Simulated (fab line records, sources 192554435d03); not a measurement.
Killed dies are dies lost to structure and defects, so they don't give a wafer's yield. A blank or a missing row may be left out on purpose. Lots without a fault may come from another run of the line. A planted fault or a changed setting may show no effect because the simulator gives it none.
Split-lot experiment | flow n5_finfet | 7 lots, 39 wafers read, on a route of 1938 steps

THE SPLIT
At N5_MOL_CONTACT_COAG_EXPOSE_05 (exposes mask CA, defocus 0 nm), the setting dose_mj was moved away from the recipe's 38.25 on 12 of the 39 wafers read, by -6.7% to +7.2%. The other wafers ran this setting at the recipe's value.

FROM THE SPLIT TO THE READING: what the file shows between them, 11 steps
- N5_MOL_CONTACT_COAG_PEB_06: peb time 60 s
- N5_MOL_CONTACT_COAG_DEVELOP_07: develop time 30 s
- N5_MOL_CONTACT_COAG_CD_MEAS_08: target cd 28 nm
- N5_MOL_CONTACT_COAG_DESCUM_13: chemistry O2, time 7 s
- N5_MOL_CONTACT_COAG_ETCH_59: etches underlayer in N2/H2, target depth 13 nm, time 10.4 s
- N5_MOL_CONTACT_COAG_ETCH_105: etches SiARC in CF4, target depth 15.6 nm, time 26 s
- N5_MOL_CONTACT_COAG_ETCH_106: etches SOC in N2/H2, target depth 80 nm, overetch 16 nm, time 120 s
- N5_MOL_CONTACT_COAG_STRIP_107: strips in N2/H2
- N5_MOL_CONTACT_COAG_STRIP_108: strips in N2/H2
- N5_MOL_CONTACT_COAG_ETCH_110: etches Si in CF4/O2, target depth 2.5 nm, time 8 s
- N5_MOL_CONTACT_COAG_STRIP_98: strips in N2/H2

THE READING
cd_nm, in nm, at N5_MOL_CONTACT_COAG_CD_MEAS_99 (target cd 17.2 nm). Fault-free wafers of this fab line usually give 17.31 nm, standard deviation 0.3 nm.

wafer  | tool, chamber at the split | dose_mj as run | against the recipe | cd_nm, nm | against lot-mates on the recipe
L077.1 | euv_scanner-01, 0          | 38.25          | recipe             | 17.62     | -
L077.2 | euv_scanner-01, 0          | 38.25          | recipe             | 17.28     | -
L077.3 | euv_scanner-01, 0          | 41.01          | +7.2%              | 18.72     | +1.27
L077.4 | euv_scanner-01, 0          | 38.25          | recipe             | 17.45     | -
L077.5 | euv_scanner-01, 0          | 41.01          | +7.2%              | 18.76     | +1.31
L077.6 | euv_scanner-01, 0          | 41.01          | +7.2%              | 18.68     | +1.23
L078.1 | euv_scanner-01, 0          | 37.45          | -2.1%              | 16.85     | -0.42
L078.2 | euv_scanner-01, 0          | 37.45          | -2.1%              | 17.05     | -0.22
L078.3 | euv_scanner-01, 0          | 38.25          | recipe             | 17.21     | -
L078.4 | euv_scanner-01, 0          | 37.45          | -2.1%              | 16.91     | -0.36
L078.5 | euv_scanner-01, 0          | 38.25          | recipe             | 17.37     | -
L078.6 | euv_scanner-01, 0          | 38.25          | recipe             | 17.23     | -
L091.1 | euv_scanner-02, 0          | 38.25          | recipe             | 17.34     | -
L091.2 | euv_scanner-02, 0          | 38.25          | recipe             | 17.53     | -
L091.3 | euv_scanner-02, 0          | 38.25          | recipe             | 17.37     | -
L091.4 | euv_scanner-02, 0          | 38.25          | recipe             | 17.22     | -
L091.5 | euv_scanner-02, 0          | 38.25          | recipe             | 17.14     | -
L091.6 | euv_scanner-02, 0          | 38.25          | recipe             | 17.74     | -
L092.1 | euv_scanner-02, 0          | 38.25          | recipe             | 17.17     | -
L092.2 | euv_scanner-02, 0          | 38.25          | recipe             | 17.88     | -
L092.3 | euv_scanner-02, 0          | 38.25          | recipe             | 17.45     | -
L092.4 | euv_scanner-02, 0          | 38.25          | recipe             | 17.37     | -
L092.5 | euv_scanner-02, 0          | 38.25          | recipe             | 17.84     | -
L092.6 | euv_scanner-02, 0          | 38.25          | recipe             | 17.47     | -
L093.1 | euv_scanner-02, 0          | 38.25          | recipe             | 17.40     | -
L093.2 | euv_scanner-02, 0          | 38.25          | recipe             | 17.21     | -
L093.3 | euv_scanner-02, 0          | 35.68          | -6.7%              | 15.40     | -1.81
L093.4 | euv_scanner-02, 0          | 38.25          | recipe             | 17.01     | -
L093.5 | euv_scanner-02, 0          | 35.68          | -6.7%              | 15.44     | -1.77
L093.6 | euv_scanner-02, 0          | 35.68          | -6.7%              | 16.05     | -1.16
L094.1 | euv_scanner-01, 0          | 38.25          | recipe             | 17.47     | -
L094.2 | euv_scanner-01, 0          | 38.25          | recipe             | 16.87     | -
L094.5 | euv_scanner-01, 0          | 38.25          | recipe             | 17.43     | -
L095.1 | euv_scanner-01, 0          | 38.25          | recipe             | 17.81     | -
L095.2 | euv_scanner-01, 0          | 38.25          | recipe             | 17.20     | -
L095.3 | euv_scanner-01, 0          | 38.25          | recipe             | 17.14     | -
L095.4 | euv_scanner-01, 0          | 37.25          | -2.6%              | 16.41     | -0.97
L095.5 | euv_scanner-01, 0          | 37.25          | -2.6%              | 16.79     | -0.59
L095.6 | euv_scanner-01, 0          | 37.25          | -2.6%              | 17.09     | -0.29

THE FIT
A straight line over all 39 wafers: cd_nm changes by +0.219 nm for each +1% of dose_mj; r = +0.93; the points scatter about the line by 0.26 nm.
The same after taking each lot's own level away (the mean of its wafers on the recipe; 39 wafers): +0.202 nm for each +1%; r = +0.93; scatter 0.24 nm.
On that fit, the largest move of dose_mj shifts the reading by 1.5 nm.
The lots' own levels span 17.207 to 17.530 nm, that is 1.1 times the standard deviation above.
So the lot-to-lot level changes the slope little: the two slopes agree.
Check: with one of the wafers moved furthest among these (+7.2%) left out of the fit, the line predicts +1.47 nm for it against its lot-mates. It came out at +1.27 nm against them.

OTHER SPLITS ON THESE WAFERS
These wafers also went through other splits before the reading. Each is held against what the fit with the lots' levels taken away leaves over:
other split on the same wafers   | wafers away from the commonest value | r with cd_nm (lot level and that fit taken away)
N5_SD_EPI_P_EPI_21 pressure_torr | 33                                   | +0.09

THE WHOLE CHAIN: every reading that the file lists as answering this split, in the file's order
step                           | what it does                                                        | reading                                                                        | change (the file's fit)               | r (the file's)
N5_MOL_CONTACT_COAG_CD_MEAS_08 | target cd 28 nm                                                     | cd_nm                                                                          | +0.195 nm for each +1% of the setting | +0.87
N5_MOL_CONTACT_COAG_ETCH_59    | etches underlayer in N2/H2, target depth 13 nm, time 10.4 s         | MOL_CONTACT_COAG.cd_offset_nm (the simulator's own value, which no gauge read) | +0.215 nm for each +1% of the setting | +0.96
N5_MOL_CONTACT_COAG_ETCH_106   | etches SOC in N2/H2, target depth 80 nm, overetch 16 nm, time 120 s | MOL_CONTACT_COAG.cd_offset_nm (the simulator's own value, which no gauge read) | +0.223 nm for each +1% of the setting | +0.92
N5_MOL_CONTACT_COAG_CD_MEAS_99 | target cd 17.2 nm                                                   | cd_nm                                                                          | +0.204 nm for each +1% of the setting | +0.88

THE FILE'S OWN FIT
cd_nm changes by +0.204 nm for each +1% of dose_mj, r = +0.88.
